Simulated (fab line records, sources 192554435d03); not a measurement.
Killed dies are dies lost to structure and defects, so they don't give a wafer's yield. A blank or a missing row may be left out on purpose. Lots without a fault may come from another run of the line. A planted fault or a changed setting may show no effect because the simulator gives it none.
A struck lot beside a sound one | flow n5_finfet | 41 steps out of a route of 1938
Sound: wafers L356.2, L356.3, L356.6. Struck: wafer L345.3. (L345.1, L345.5 of the same lot were not struck and are left out.) The cause comes at the end.
At each step with rows: each side's tool, then ch and its chambers, then its first start. Under that, the readings that differ: sound wafers | struck wafers | difference of the means | sigmas: that difference in standard deviations of wafers without a fault.
alike: readings whose means differ by less than 2 such deviations, and words and numbers that are the same on both sides. not compared: withheld readings, readings that some wafer has no value for, bounds like >300 that may hide the same value, and numbers for which the record gives no deviation and whose values overlap.
The two part at a step that has a row with sigmas, a row that says differs or no value, or rows on one side only. Numbers that don't overlap but have no deviation are shown without sigmas and don't part them. A reading that every wafer of one side lacks parts them only if that side has two wafers or more.

first, 11 steps without rows for these wafers: N5_PMOS_HMC_CHANNEL_EPI_STRIP_17 (strips in SPM, time 750 s); N5_PMOS_HMC_CHANNEL_EPI_ETCH_38 (etches SiO2 in CF4, target depth 1.5 nm); N5_PMOS_HMC_CHANNEL_EPI_FIN_RECESS_16 (chemistry HBr/Cl2, target Si, target depth 54 nm, time 18 s); N5_PMOS_HMC_CHANNEL_EPI_PRECLEAN_36 (cleans in O3/DIW, time 45 s); N5_PMOS_HMC_CHANNEL_EPI_PRECLEAN_18 (cleans in DHF, time 30 s); N5_PMOS_HMC_CHANNEL_EPI_SRD_19 (time 30 s); N5_PMOS_HMC_CHANNEL_EPI_EPI_20 (deposits SiGe30, target thk 59 nm); N5_PMOS_HMC_CHANNEL_EPI_HM_STRIP_35 (strips SiO2 in dHF, material SiO2, target depth 39.6 nm, time 216 s); N5_PMOS_HMC_CHANNEL_EPI_SRD_39 (time 30 s); N5_PMOS_HMC_CHANNEL_EPI_CMP_21 (polishes SiGe30, target thk 54 nm); N5_PMOS_HMC_CHANNEL_EPI_PRECLEAN_40 (cleans in DHF, time 30 s).
N5_PMOS_HMC_CHANNEL_EPI_PRECLEAN_37: cleans in O3/DIW, time 45 s.
  sound on wet_bench-04 ch 0,3,5, day 5 19:48; struck on wet_bench-04 ch 1,5,6, day 3 02:32
then, 3 steps without rows for these wafers: N5_PMOS_HMC_CHANNEL_EPI_PRECLEAN_24 (cleans in DHF, time 30 s); N5_PMOS_HMC_CHANNEL_EPI_SRD_25 (time 30 s); N5_PMOS_HMC_CHANNEL_EPI_EPI_26 (deposits Si from SiH4/H2, target thk 3.8 nm, time 22.7 s).
N5_PMOS_HMC_CHANNEL_EPI_INSPECT_30: inspects for defects (darkfield).
  sound on defect_inspect-01, day 5 20:15; struck on defect_inspect-01, day 3 02:59
  reading          | sound    | struck | difference | sigmas
  raw_defect_count | 13 13 26 | 377    | +360       | +44
then, 19 steps without rows for these wafers: N5_FIN_SAQP_PRECLEAN_42 (cleans in O3/DIW, time 60 s); N5_FIN_SAQP_PRECLEAN_00 (cleans in SC1, time 60 s); N5_FIN_SAQP_PRECLEAN_44 (cleans in SC2, time 45 s); N5_FIN_SAQP_SRD_01 (time 30 s); N5_FIN_SAQP_ALD_61 (deposits SiO2, target thk 4 nm, pulse time 1 s, purge time 2 s); N5_FIN_SAQP_DENSIFY_62 (time 60 s); N5_FIN_SAQP_HM_DEP_03 (deposits SiNx from SiH4/NH3/N2, target thk 38 nm, time 33.6 s); N5_FIN_SAQP_PECVD_47 (deposits a-Si from SiH4/He, target thk 45 nm, time 36.3 s); N5_FIN_SAQP_PECVD_48 (deposits SiNx from SiH4/NH3/N2, target thk 25 nm, time 22.1 s); N5_FIN_SAQP_PECVD_06 (deposits a-Si from SiH4/He, target thk 60 nm, time 48.1 s); N5_FIN_SAQP_HM_DEP_72 (deposits SiO2 from SiH4/N2O, target thk 12 nm, time 7.2 s); N5_FIN_SAQP_COAT_49 (time 60 s, resist thk 100 nm); N5_FIN_SAQP_COAT_50 (time 60 s, resist thk 35 nm); N5_FIN_SAQP_COAT_10 (resist thk 90 nm); N5_FIN_SAQP_EBR_12; N5_FIN_SAQP_SOFTBAKE_11 (time 60 s); N5_FIN_SAQP_EXPOSE_13 (exposes mask FIN CORE, target cd 35.6 nm); N5_FIN_SAQP_PEB_14 (peb time 60 s); N5_FIN_SAQP_DEVELOP_15 (develop time 30 s).
N5_FIN_SAQP_INSPECT_18: inspects for defects (brightfield).
  sound on defect_inspect-01, day 5 21:30; struck on defect_inspect-02, day 3 04:38
  reading          | sound       | struck | difference | sigmas
  raw_defect_count | 263 384 267 | 1282   | +977       | +7
N5_FIN_SAQP_INSPECT_40: inspects for defects (brightfield).
  sound on defect_inspect-02, day 6 02:14; struck on defect_inspect-01, day 3 11:47
  reading          | sound       | struck | difference | sigmas
  raw_defect_count | 245 213 268 | 679    | +437       | +6
N5_FIN_CUT_INSPECT_10: inspects for defects (brightfield).
  sound on defect_inspect-01, day 6 02:46; struck on defect_inspect-02, day 3 12:19
  reading          | sound    | struck | difference | sigmas
  raw_defect_count | 39 35 56 | 405    | +362       | +36
N5_FIN_CUT_INSPECT_17: inspects for defects (brightfield).
  sound on defect_inspect-01, day 6 03:43; struck on defect_inspect-02, day 3 14:31
  reading          | sound       | struck | difference | sigmas
  raw_defect_count | 214 180 230 | 733    | +525       | +8
-- the record jumps here: 7 days lie between the struck wafers' starts before and after (it left off in module FIN_CUT and takes up again in module BEOL_M4, whose first step shown is number 1111 of the route) --
N5_BEOL_M4_RC_MEAS_101:
  sound on prober-02 ch 0, day 12 10:10; struck on prober-02 ch 0, day 10 15:21
  alike: DIBL_N, DIBL_P, IOFF_N, IOFF_P, ION_N, ION_P, SS_N, SS_P, VT_N, VT_P
-- the record jumps here: 5 days lie between the struck wafers' starts before and after (it left off in module BEOL_M4 and takes up again in module PASSIVATION, whose first step shown is number 1936 of the route) --
N5_PASSIVATION_PROBE_49:
  the record has rows for the struck wafers here (prober-01, day 15 04:45) and none for the sound ones

WHERE THEY PART
First at N5_PMOS_HMC_CHANNEL_EPI_INSPECT_30; last, within this record, at N5_PASSIVATION_PROBE_49.

WHY: what the simulator had put in
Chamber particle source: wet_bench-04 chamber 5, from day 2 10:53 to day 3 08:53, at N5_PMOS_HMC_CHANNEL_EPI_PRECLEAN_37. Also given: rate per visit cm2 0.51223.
